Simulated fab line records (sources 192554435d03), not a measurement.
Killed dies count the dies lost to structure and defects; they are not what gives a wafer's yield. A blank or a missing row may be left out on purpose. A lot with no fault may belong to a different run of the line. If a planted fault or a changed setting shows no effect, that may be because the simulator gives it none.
Struck lot and sound lot, side by side / flow n5 finfet / 36 steps out of a route of 1938
Sound: the wafers L887.2, L887.4, L887.6. The struck wafers were L878.2, L878.3, L878.6. The cause comes at the end.
At each step with rows: each side's tool, then ch and its chambers, then its first start. Under that, the readings that differ: sound wafers / struck wafers / difference of the means / sigmas: that difference in standard deviations of wafers without a fault.
alike: words and numbers the same on both sides, and readings whose means are apart by under 2 such deviations; not compared: readings that were withheld, readings missing a value for some wafer, numbers with overlapping values and no deviation given by the record, and bounds like >300 which may hide the same value.
The two part at a step that has a row with sigmas, a row that says differs or no value, or rows on one side only. When numbers do not overlap yet have no deviation, they are printed without sigmas and do not part them. A reading missing from all wafers of one side parts the sides only when that side holds two or more wafers.

first, 9 steps without rows for these wafers: N5_BEOL_M4_ANNEAL_95 (time 240 s); N5_BEOL_M4_SPUTTER_96 (material Cu, target thk 4.5 nm, time 8.29 s); N5_BEOL_M4_ECD_50 (material Cu, target thk 300 nm); N5_BEOL_M4_ANNEAL_51 (time 90 s); N5_BEOL_M4_CMP_52 (polishes, stops on SiOC, t overpolish 6.8 s, target thk 40 nm); N5_BEOL_M4_PRE_CLEAN_60 (time 15 s); N5_BEOL_M4_CO_CAP_55 (material Co, precursor CCTBA/H2, target thk 2 nm, time 102.1 s); N5_BEOL_M4_PRE_CLEAN_56 (time 15 s); N5_BEOL_M4_DEP_57 (deposits SiCN from 3MS/NH3, target thk 8 nm, time 14 s).
N5_BEOL_M4_RC_MEAS_101:
  sound on prober-01 ch 0, day 12 13:53; struck on prober-01 ch 0, day 10 01:38
  alike: DIBL_N, DIBL_P, IOFF_N, IOFF_P, ION_N, ION_P, SS_N, SS_P, VT_N, VT_P
then, 24 steps without rows for these wafers: N5_BEOL_M5_ILD_DEP_00 (deposits SiCOH lowk from DEMS/porogen, target thk 140.64 nm, time 25.9 s); N5_BEOL_M5_CURE_79 (cures SiCOH lowk, time 240 s); N5_BEOL_M5_PECVD_70 (deposits SiO2 from TEOS/O2, target thk 16 nm, time 18 s); N5_BEOL_M5_HM_DEP_02 (deposits TiN, target thk 20 nm); N5_BEOL_M5_COAT_59 (time 60 s, resist thk 60 nm); N5_BEOL_M5_COAT_60 (time 60 s, resist thk 12 nm); N5_BEOL_M5_COAT_71 (time 60 s, resist thk 5 nm); N5_BEOL_M5_COAT_05 (resist thk 30 nm); N5_BEOL_M5_EBR_07; N5_BEOL_M5_SOFTBAKE_06 (time 60 s); N5_BEOL_M5_EXPOSE_08 (exposes mask M5, target cd 28 nm); N5_BEOL_M5_PEB_09 (peb time 60 s); N5_BEOL_M5_DEVELOP_10 (develop time 30 s); N5_BEOL_M5_DESCUM_16 (chemistry O2, time 7 s); N5_BEOL_M5_ETCH_72 (etches underlayer in N2/H2, target depth 6.5 nm, time 5.2 s); N5_BEOL_M5_ETCH_61 (etches SiARC in CF4, target depth 15.6 nm, time 26 s); N5_BEOL_M5_ETCH_62 (etches SOC in N2/H2, target depth 75 nm, overetch 15 nm, time 112.5 s); N5_BEOL_M5_STRIP_63 (strips in N2/H2); N5_BEOL_M5_STRIP_73 (strips in N2/H2); N5_BEOL_M5_STRIP_64 (strips in CF4); N5_BEOL_M5_HM_OPEN_17 (chemistry Cl2/BCl3, target TiN, target depth 20 nm, overetch 6 nm); N5_BEOL_M5_STRIP_19 (strips in O2); N5_BEOL_M5_COAT_65 (time 60 s, resist thk 60 nm); N5_BEOL_M5_COAT_66 (time 60 s, resist thk 12 nm).
N5_BEOL_M6_ETCH_41: etches SiCN in CH3F/O2, target depth 29.7 nm, time 52 s.
  sound on rie diel-01 ch 2,3, day 13 06:41; struck on rie diel-01 ch 0,1, day 10 21:35
  no value came back on the struck wafers for any of 8 readings (CH3F_flow_sccm (sccm), O2_flow_sccm (sccm) and others); on the sound wafers CH3F_flow_sccm (sccm) reads 29.99 30.05 30.07
  not compared: rf hours counter h
-- the record jumps here: 4 days lie between the struck wafers' starts before and after (it left off in module BEOL_M6 and takes up again in module PASSIVATION, whose first step shown is number 1936 of the route) --
N5_PASSIVATION_PROBE_49:
  sound: prober-01 at day 17 01:43; struck: prober-02 at day 14 18:55
reading=defect limited yield (%); sound=94.2 94.0; struck=0 0 0; difference=-94; sigmas=-63
reading=killed_at_M4_up; sound=6 12; struck=1113 1089 1118; difference=+1098; sigmas=+99 or more
reading=killed dies; sound=68 71; struck=1180 1180 1180; difference=+1110; sigmas=+62
reading=killed on rim; sound=14 8; struck=152 152 152; difference=+141; sigmas=+32
reading=sort_bin_5_function (%); sound=4.0 3.5; struck=97.1 96.8 97.5; difference=+93.4; sigmas=+96
reading=sort n pass; sound=1112 1109; struck=0 0 0; difference=-1110; sigmas=-62
reading=sort yield pct (%); sound=94.2 94.0; struck=0 0 0; difference=-94; sigmas=-63
  alike: killed_at_M0_to_M3, killed at contacts, killed at front end, killed at other, killed open, killed short, sort_bin_6_memory

== WHERE THEY PART ==
At N5_BEOL_M6_ETCH_41 first; at N5_PASSIVATION_PROBE_49 last (within this record only).

WHY: the cause the simulator had injected
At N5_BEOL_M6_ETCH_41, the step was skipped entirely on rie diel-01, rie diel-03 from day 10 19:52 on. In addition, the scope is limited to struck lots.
